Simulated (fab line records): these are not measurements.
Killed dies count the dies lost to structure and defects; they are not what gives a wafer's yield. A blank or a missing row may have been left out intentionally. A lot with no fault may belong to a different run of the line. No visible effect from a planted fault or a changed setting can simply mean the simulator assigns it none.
fab line records -- flow n5_finfet
[record] lots = 10, wafers = 28, last_day = 18
route steps=1938 shown BEOL_M2@914 BEOL_M3@931 BEOL_M4@1111 PASSIVATION@1936
lots that met no fault: from a run of the same line without faults
start_h: the number of hours between the record's first day and the start of the first shown wafer of the lot -- wait_h: time in hours since the lot's previous step -- " unchanged from the row above -- L1.1+2: one row covering several wafers at once -- - no value, or no start was given -- * or withheld: withheld -- < > ~ a bound
route shown NAME@n: a module of which the file shows steps, and the number in the route of the first -- usual: the fault-free wafers' mean and standard deviation -- same: alike in all rows -- chamber/n: place in a boat -- sites: per-site readings -- _std_site: how widely they spread, as a standard deviation -- _edge_site: mean of outer sites minus mean of inner sites -- radius_mm: how far each site lies from the wafer's centre -- mask NAME#n: copy n -- behind: the most recent tool/chamber to have shaped the wafer -- hold: reason for holding the lot/hours on hold/outcome of the hold -- device: the n, p or np transistor that did not switch -- end of line: at the end of the route, the tests of the same wafers -- where a step has no rows: the recipe by itself -- killed: dies that structure and defects cost at the first sort, which is not the same as the wafer's yield -- map: shows each die of a wafer: x if killed, . if not, _ if none is there
set.NAME: the setting the step ran with; set.NAME@STEP: the setting that earlier step ran with -- model.NAME: the simulator's own value behind a step, which no gauge read
a sample of lots followed through the steps of the route, with each step as a table and each wafer as a row
services: when a tool's chamber went out of use (start_h, in hours from the record's first day, below 0 if earlier), for how many hours, and the reason
[[steps]]
[step N5_BEOL_M2_SPUTTER_90]
[recipe] material = Cu, target_thk_a = 45, temp_c = -20, chamber_pressure_pa = 0.07, power_w = withheld, time_s = 8.29
[usual] throttle_valve_pct = 29.4/1.1
lot.wafer,tool,chamber,start_h,wait_h,throttle_valve_pct
L594.2,pvd_sputter-01,-,145.12,0.1,29.2
L594.3,pvd_sputter-01,-,145.12,0.1,27.7
L594.4,pvd_sputter-01,-,145.12,0.1,30.4
L596.1,pvd_sputter-03,-,145.77,0.1,28.9
L596.2,pvd_sputter-03,-,145.77,0.1,28.5
L596.4,pvd_sputter-03,-,145.77,0.1,30.7
L598.3,pvd_sputter-01,-,160.64,0.1,27.6
L598.5,pvd_sputter-01,-,160.64,0.1,27.6
L598.6,pvd_sputter-01,-,160.64,0.1,27.8
L599.2,pvd_sputter-03,-,178.08,0.1,28.8
L599.6,pvd_sputter-03,-,178.08,0.1,28.8
L600.2,pvd_sputter-03,-,186.88,0.1,28.9
L600.4,pvd_sputter-03,-,186.88,0.1,30.8
L609.3,pvd_sputter-02,-,245.11,0.1,30.4
L609.5,pvd_sputter-02,-,245.11,0.1,31.0
L609.6,pvd_sputter-02,-,245.11,0.1,29.2
L612.2,pvd_sputter-01,-,251.92,0.1,30.6
L612.3,pvd_sputter-01,-,251.92,0.1,29.0
L612.4,pvd_sputter-01,-,251.92,0.1,28.0
L615.2,pvd_sputter-01,-,260.31,0.1,30.7
L615.3,pvd_sputter-01,-,260.31,0.1,27.6
L615.4,pvd_sputter-01,-,260.31,0.1,27.5
L616.3,pvd_sputter-02,-,277.87,0.1,30.4
L616.5,pvd_sputter-02,-,277.87,0.1,31.1
L616.6,pvd_sputter-02,-,277.87,0.1,29.2
L617.1,pvd_sputter-01,-,280.69,0.1,27.5
L617.4,pvd_sputter-01,-,280.69,0.1,27.7
L617.5,pvd_sputter-01,-,280.69,0.1,29.1
[step N5_BEOL_M2_ANNEAL_95]
[recipe] temp_c = 400, time_s = 240, ambient = vacuum
[usual] heater_power_w = 832/65
lot.wafer,tool,chamber,start_h,wait_h,heater_power_w
L594.2,pvd_sputter-01,-,145.64,0.0,794
L594.3,pvd_sputter-01,-,145.64,0.0,833
L594.4,pvd_sputter-01,-,145.64,0.0,877
L596.1,pvd_sputter-03,-,146.29,0.0,866
L596.2,pvd_sputter-03,-,146.29,0.0,816
L596.4,pvd_sputter-03,-,146.29,0.0,982
L598.3,pvd_sputter-01,-,161.16,0.0,783
L598.5,pvd_sputter-01,-,161.16,0.0,827
L598.6,pvd_sputter-01,-,161.16,0.0,786
L599.2,pvd_sputter-03,-,178.60,0.0,770
L599.6,pvd_sputter-03,-,178.60,0.0,778
L600.2,pvd_sputter-03,-,187.40,0.0,793
L600.4,pvd_sputter-03,-,187.40,0.0,982
L609.3,pvd_sputter-02,-,245.63,0.0,786
L609.5,pvd_sputter-02,-,245.63,0.0,765
L609.6,pvd_sputter-02,-,245.63,0.0,916
L612.2,pvd_sputter-01,-,252.44,0.0,886
L612.3,pvd_sputter-01,-,252.44,0.0,803
L612.4,pvd_sputter-01,-,252.44,0.0,800
L615.2,pvd_sputter-01,-,260.83,0.0,876
L615.3,pvd_sputter-01,-,260.83,0.0,855
L615.4,pvd_sputter-01,-,260.83,0.0,776
L616.3,pvd_sputter-02,-,278.39,0.0,779
L616.5,pvd_sputter-02,-,278.39,0.0,751
L616.6,pvd_sputter-02,-,278.39,0.0,890
L617.1,pvd_sputter-01,-,281.21,0.0,842
L617.4,pvd_sputter-01,-,281.21,0.0,791
L617.5,pvd_sputter-01,-,281.21,0.0,809
[step N5_BEOL_M2_INSPECT_59]
[recipe] inspect_instrument = darkfield, mode = post_dep
[usual] raw_defect_count = 75/26
lot.wafer,tool,chamber,start_h,wait_h,raw_defect_count
L594.2,defect_inspect-02,-,146.94,0.0,104
L594.3,defect_inspect-02,-,146.94,0.0,73
L594.4,defect_inspect-02,-,146.94,0.0,123
L596.1,defect_inspect-01,-,147.55,0.0,48
L596.2,defect_inspect-01,-,147.55,0.0,34
L596.4,defect_inspect-01,-,147.55,0.0,72
L598.3,defect_inspect-01,-,162.44,0.0,70
L598.5,defect_inspect-01,-,162.44,0.0,61
L598.6,defect_inspect-01,-,162.44,0.0,55
L599.2,defect_inspect-01,-,180.54,0.0,79
L599.6,defect_inspect-01,-,180.54,0.0,84
L600.2,defect_inspect-01,-,192.43,0.0,44
L600.4,defect_inspect-01,-,192.43,0.0,43
L609.3,defect_inspect-01,-,246.88,0.0,102
L609.5,defect_inspect-01,-,246.88,0.0,90
L609.6,defect_inspect-01,-,246.88,0.0,119
L612.2,defect_inspect-02,-,253.70,0.0,74
L612.3,defect_inspect-02,-,253.70,0.0,83
L612.4,defect_inspect-02,-,253.70,0.0,77
L615.2,defect_inspect-01,-,262.05,0.0,69
L615.3,defect_inspect-01,-,262.05,0.0,65
L615.4,defect_inspect-01,-,262.05,0.0,47
L616.3,defect_inspect-02,-,279.95,0.0,171
L616.5,defect_inspect-02,-,279.95,0.0,127
L616.6,defect_inspect-02,-,279.95,0.0,135
L617.1,defect_inspect-02,-,282.42,0.0,58
L617.4,defect_inspect-02,-,282.42,0.0,57
L617.5,defect_inspect-02,-,282.42,0.0,76
[step N5_BEOL_M3_ILD_DEP_00]
[recipe] material = SiOC, target_thk_a = 790, temp_c = 350, precursor = DEMS/O2, pressure_torr = 5, rf_w = 500, time_s = 15.3
[usual] heater_power_w = 509/110, showerhead_plenum_p_Torr = 5.698/0.014, throttle_valve_pct = 12.0/0.45
lot.wafer,tool,chamber,start_h,wait_h,heater_power_w,showerhead_plenum_p_Torr,throttle_valve_pct
L594.2,pecvd-02,0,146.97,0.0,648,5.689,12.3
L594.3,pecvd-02,1,146.97,0.0,720,5.698,11.5
L594.4,pecvd-02,0,146.97,0.0,648,5.695,12.3
L596.1,pecvd-02,1,147.59,0.0,678,5.683,11.6
L596.2,pecvd-02,0,147.59,0.0,589,5.690,12.3
L596.4,pecvd-02,2,147.59,0.0,439,5.705,12.2
L598.3,pecvd-02,2,162.48,0.0,523,5.711,12.3
L598.5,pecvd-02,1,162.48,0.0,607,5.688,11.2
L598.6,pecvd-02,2,162.48,0.0,522,5.713,11.9
L599.2,pecvd-02,1,180.58,0.0,662,5.706,11.4
L599.6,pecvd-02,2,180.58,0.0,500,5.723,12.1
L600.2,pecvd-02,1,192.47,0.0,684,5.697,11.2
L600.4,pecvd-02,1,192.47,0.0,661,5.693,11.5
L609.3,pecvd-03,1,246.91,0.0,481,5.698,12.1
L609.5,pecvd-03,1,246.91,0.0,459,5.695,12.1
L609.6,pecvd-03,2,246.91,0.0,346,5.668,11.7
L612.2,pecvd-02,2,253.74,0.0,520,5.715,12.1
L612.3,pecvd-02,0,253.74,0.0,593,5.685,12.3
L612.4,pecvd-02,0,253.74,0.0,584,5.680,12.2
L615.2,pecvd-02,0,262.09,0.0,690,5.684,12.3
L615.3,pecvd-02,2,262.09,0.0,522,5.722,12.2
L615.4,pecvd-02,0,262.09,0.0,563,5.705,12.1
L616.3,pecvd-02,1,279.99,0.0,655,5.689,11.4
L616.5,pecvd-02,1,279.99,0.0,651,5.680,11.4
L616.6,pecvd-02,2,279.99,0.0,491,5.711,12.3
L617.1,pecvd-01,0,282.46,0.0,394,5.708,11.8
L617.4,pecvd-01,2,282.46,0.0,386,5.686,11.7
L617.5,pecvd-01,0,282.46,0.0,383,5.707,11.7
[step N5_BEOL_M3_THK_MEAS_01]
[recipe] reads = SiOC_of_BEOL_M3_ILD_DEP_00
[usual] M3_ILD_THK = 78.9/0.97
lot.wafer,tool,chamber,start_h,wait_h,M3_ILD_THK[nm]
L594.2,film_metro-01,-,147.04,0.1,77.2
L594.3,film_metro-01,-,147.04,0.1,77.9
L594.4,film_metro-01,-,147.04,0.1,79.6
L596.1,film_metro-01,-,147.65,0.0,78.8
L596.2,film_metro-01,-,147.65,0.0,78.7
L596.4,film_metro-01,-,147.65,0.0,80.4
L598.3,film_metro-01,-,162.55,0.1,77.7
L598.5,film_metro-01,-,162.55,0.1,79.6
L598.6,film_metro-01,-,162.55,0.1,121.6
L599.2,film_metro-01,-,180.64,0.1,77.2
L599.6,film_metro-01,-,180.64,0.1,122.4
L600.2,film_metro-02,-,192.53,0.1,77.6
L600.4,film_metro-02,-,192.53,0.1,121.1
L609.3,film_metro-01,-,246.98,0.1,77.8
L609.5,film_metro-01,-,246.98,0.1,78.3
L609.6,film_metro-01,-,246.98,0.1,78.8
L612.2,film_metro-01,-,253.81,0.1,78.9
L612.3,film_metro-01,-,253.81,0.1,79.1
L612.4,film_metro-01,-,253.81,0.1,80.5
L615.2,film_metro-01,-,262.16,0.1,77.8
L615.3,film_metro-01,-,262.16,0.1,77.7
L615.4,film_metro-01,-,262.16,0.1,78.8
L616.3,film_metro-01,-,280.06,0.1,77.7
L616.5,film_metro-01,-,280.06,0.1,79.4
L616.6,film_metro-01,-,280.06,0.1,79.2
L617.1,film_metro-02,-,282.52,0.0,76.6
L617.4,film_metro-02,-,282.52,0.0,80.7
L617.5,film_metro-02,-,282.52,0.0,79.3
[step N5_BEOL_M4_RC_MEAS_101]
[usual] DIBL_N = 35.8/1.8, DIBL_P = 35.9/2.2, IOFF_N = 0.16/0.035, IOFF_P = 0.21/0.04, ION_N = 672/11, ION_P = 461/7.4, SS_N = 71.4/0.64, SS_P = 73.2/0.67, VT_N = 250/3.5, VT_P = -251/3.4
lot.wafer,tool,chamber,start_h,wait_h,DIBL_N[mV/V],DIBL_P[mV/V],IOFF_N[nA/um],IOFF_P[nA/um],ION_N[uA/um],ION_P[uA/um],SS_N[mV/dec],SS_P[mV/dec],VT_N[mV],VT_P[mV]
L594.2,prober-02,0,163.66,0.2,35.0,34.4,0.15,0.16,664,450,71.5,73.0,250,-254
L594.3,prober-02,0,163.66,0.2,35.8,36.3,0.17,0.19,691,467,72.1,73.8,248,-252
L594.4,prober-02,0,163.66,0.2,35.0,35.2,0.15,0.17,671,459,72.0,72.7,248,-252
L596.1,prober-02,0,165.77,0.2,34.2,32.9,0.12,0.17,664,451,71.0,72.0,254,-254
L596.2,prober-02,0,165.77,0.2,33.8,34.0,0.12,0.18,671,462,71.3,71.9,257,-255
L596.4,prober-02,0,165.77,0.2,34.3,33.8,0.13,0.18,673,452,70.8,73.0,253,-252
L598.3,prober-02,0,188.64,0.3,37.6,39.3,0.21,0.27,679,467,72.1,73.9,247,-246
L598.5,prober-02,0,188.64,0.3,34.5,35.6,0.15,0.21,670,459,71.0,72.9,250,-247
L599.2,prober-01,0,200.67,0.2,35.0,35.8,0.14,0.20,669,459,71.6,72.8,252,-254
L600.2,prober-01,0,216.99,0.2,36.7,37.9,0.17,0.19,683,459,72.1,72.5,249,-251
L609.3,prober-02,0,277.37,0.3,37.4,36.8,0.21,0.27,697,478,71.8,73.6,245,-244
L609.5,prober-02,0,277.37,0.3,39.5,40.4,0.25,0.34,702,486,72.1,73.8,242,-243
L609.6,prober-02,0,277.37,0.3,34.0,33.2,0.13,0.20,667,462,70.4,72.5,252,-247
L612.2,prober-01,0,280.65,0.2,37.3,36.3,0.18,0.21,672,458,72.0,73.2,248,-251
L612.3,prober-01,0,280.65,0.2,37.0,35.8,0.16,0.20,682,464,70.6,73.4,249,-251
L612.4,prober-01,0,280.65,0.2,32.9,31.6,0.11,0.15,661,456,70.9,72.5,252,-256
L615.2,prober-01,0,287.94,0.2,37.1,37.8,0.17,0.21,679,458,72.1,74.1,246,-251
L615.3,prober-01,0,287.94,0.2,36.5,36.8,0.15,0.20,674,468,71.4,73.9,251,-255
L615.4,prober-01,0,287.94,0.2,33.7,32.5,0.11,0.15,660,454,70.9,72.8,255,-255
L616.3,prober-02,0,309.15,0.3,35.9,34.6,0.14,0.20,676,467,70.8,73.0,249,-252
L616.5,prober-02,0,309.15,0.3,35.5,34.3,0.14,0.20,683,466,71.0,72.3,249,-251
L616.6,prober-02,0,309.15,0.3,35.3,33.3,0.12,0.19,669,464,70.5,72.7,254,-252
L617.1,prober-02,0,311.74,0.0,34.4,33.0,0.11,0.17,659,459,70.6,72.5,255,-251
L617.4,prober-02,0,311.74,0.0,35.2,34.1,0.12,0.18,658,459,71.7,72.9,255,-253
L617.5,prober-02,0,311.74,0.0,32.4,30.8,0.09,0.14,653,453,70.3,71.6,257,-255
[step N5_PASSIVATION_PROBE_49]
[usual] defect_limited_yield = 91.0/1.5, killed_at_M0_to_M3 = 34/9.1, killed_at_M4_up = 14/5.7, killed_at_contacts = 13/5.7, killed_at_front_end = 42/12, killed_at_other = 4/3.4, killed_dies = 106/17, killed_on_rim = 14/4.3, killed_open = 70/13, killed_short = 34/7.5, sort_bin_5_function = 5.2/0.94, sort_bin_6_memory = 3.4/0.69, sort_bin_8_speed = 0.00/0.029, sort_n_pass = 1074/17, sort_yield_pct = 91.0/1.5
[same] gross_dies = 1180, killed_at_back_side = 0, sort_bin_4_leakage[%] = 0
lot.wafer,tool,chamber,start_h,wait_h,defect_limited_yield[%],killed_at_M0_to_M3,killed_at_M4_up,killed_at_contacts,killed_at_front_end,killed_at_other,killed_dies,killed_on_rim,killed_open,killed_short,sort_bin_5_function[%],sort_bin_6_memory[%],sort_bin_8_speed[%],sort_n_pass,sort_yield_pct[%]
L598.3,prober-02,-,295.06,0.1,90.8,46,11,4,48,0,109,17,68,36,5.1,3.5,0,1071,90.8
L598.5,prober-02,-,295.16,0.2,91.6,33,11,7,42,6,99,17,58,39,5.3,2.6,0,1081,91.6
L598.6,prober-02,-,295.21,0.3,0,1131,9,7,28,5,1180,152,67,24,97.5,2.1,0,0,0
L599.2,prober-01,-,299.55,0.1,90.8,41,9,15,37,6,108,14,68,39,6.0,2.8,0,1072,90.8
L599.6,prober-01,-,299.75,0.3,0,1117,12,14,35,2,1180,152,62,40,96.0,3.8,0,0,0
L600.2,prober-01,-,322.94,0.1,92.2,21,10,7,48,6,92,9,52,37,4.3,3.3,0,1088,92.2
L600.4,prober-01,-,323.04,0.2,0,1114,6,11,46,3,1180,152,59,36,96.9,2.7,0,0,0
// killed by level:class
L598.3 BEOL_M0_SAQP:geometric_particle:short=11 BEOL_M0_SAQP:geometric_particle:open=11 FIN_SAQP:geometric_particle:short=7 GATE_CUT:geometric_particle:open=7 BEOL_M1:geometric_particle:open=7 BEOL_M1:geometric_particle:short=6 BEOL_M3:geometric_particle:open=6 STI_FIN_REVEAL:geometric_particle:open=5
L598.5 BEOL_M0_SAQP:geometric_particle:short=9 BEOL_M0_SAQP:geometric_particle:open=9 FIN_SAQP:geometric_particle:open=6 GATE_CUT:geometric_particle:short=6 STI_FIN_REVEAL:geometric_particle:open=5 DUMMY_GATE:geometric_particle:open=5 STARTING-WAFER:geometric_particle:open=5 BEOL_M3:geometric_particle:open=5
L598.6 BEOL_M3:area_dep=1088 BEOL_M0_SAQP:geometric_particle:open=14 BEOL_M3:geometric_particle:open=11 BEOL_M1:geometric_particle:open=7 DUMMY_GATE:geometric_particle:open=6 FIN_SAQP:geometric_particle:open=5 STI_FIN_REVEAL:geometric_particle:open=5 BEOL_M0_SAQP:geometric_particle:short=5
L599.2 MOL_CONTACT_COAG:geometric_particle:open=13 BEOL_M0_SAQP:geometric_particle:open=10 FIN_SAQP:geometric_particle:short=7 BEOL_M0_SAQP:geometric_particle:short=7 BEOL_M1:geometric_particle:open=6 BEOL_M2:geometric_particle:open=6 STARTING-WAFER:geometric_particle:open=5 STARTING-WAFER:geometric_particle:short=5
L599.6 BEOL_M3:area_dep=1077 MOL_CONTACT_COAG:geometric_particle:open=12 BEOL_M3:geometric_particle:open=8 BEOL_M0_SAQP:geometric_particle:short=7 BEOL_M0_SAQP:geometric_particle:open=7 FIN_SAQP:geometric_particle:short=6 BEOL_M2:geometric_particle:open=6 FIN_SAQP:geometric_particle:open=5
L600.2 FIN_SAQP:geometric_particle:short=8 BEOL_M2:geometric_particle:open=8 DUMMY_GATE:geometric_particle:open=7 GATE_CUT:geometric_particle:short=7 FIN_SAQP:geometric_particle:open=6 MOL_CONTACT_COAG:geometric_particle:open=5 BEOL_M1:geometric_particle:open=5 STARTING-WAFER:geometric_particle:open=5
L600.4 BEOL_M3:area_dep=1083 FIN_SAQP:geometric_particle:open=14 GATE_CUT:geometric_particle:short=8 BEOL_M2:geometric_particle:open=8 MOL_CONTACT_COAG:geometric_particle:open=7 BEOL_M3:geometric_particle:open=7 STI_FIN_REVEAL:geometric_particle:open=6 BEOL_M0_SAQP:geometric_particle:open=6
[[services]]
tool,chamber,start_h,hours,kind
pecvd-02,2,151.94,5.0,scheduled_down
pecvd-02,-,172.67,1.9,repair
pecvd-02,0,186.88,2.1,scheduled_down
pecvd-03,2,207.63,5.5,scheduled_down
pecvd-02,-,217.46,14.6,pm
pecvd-03,-,261.81,1.5,repair
pecvd-01,2,269.11,12.2,repair
[[key]]
[first_sign] step = N5_BEOL_M3_THK_MEAS_01, reading = M3_ILD_THK, direction = up, sigmas = 44, usual = 78.9, struck = 121.7
[effect] step = N5_PASSIVATION_PROBE_49, reading = killed_at_M0_to_M3, direction = up, sigmas = 99+, usual = 34, struck = 1121
[more_kills_born_at] N5_BEOL_M3_ILD_DEP_00@pecvd-02 = 3248
met_at N5_BEOL_M3_ILD_DEP_00
struck_lots L598,L599,L600
struck_wafers L598.6,L599.6,L600.4
later_rows_left_out L598.6,L599.6,L600.4
not_acting_at N5_BEOL_M2_SPUTTER_90,N5_BEOL_M2_ANNEAL_95,N5_BEOL_M2_INSPECT_59
onset_between 147.59 162.48
[fault] kind = process_parameter_drift, tool = pecvd-02, chamber = -, onset_h = 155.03, steps = N5_BEOL_M3_ILD_DEP_00, channel = time_s, offset = *, shape = step, end_h = 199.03, scope = struck_wafers_only, acts_in = *, stated = *
// later_rows_left_out: the simulator's readings of these wafers behind a module that went badly wrong aren't trusted and aren't shown, but for the sort
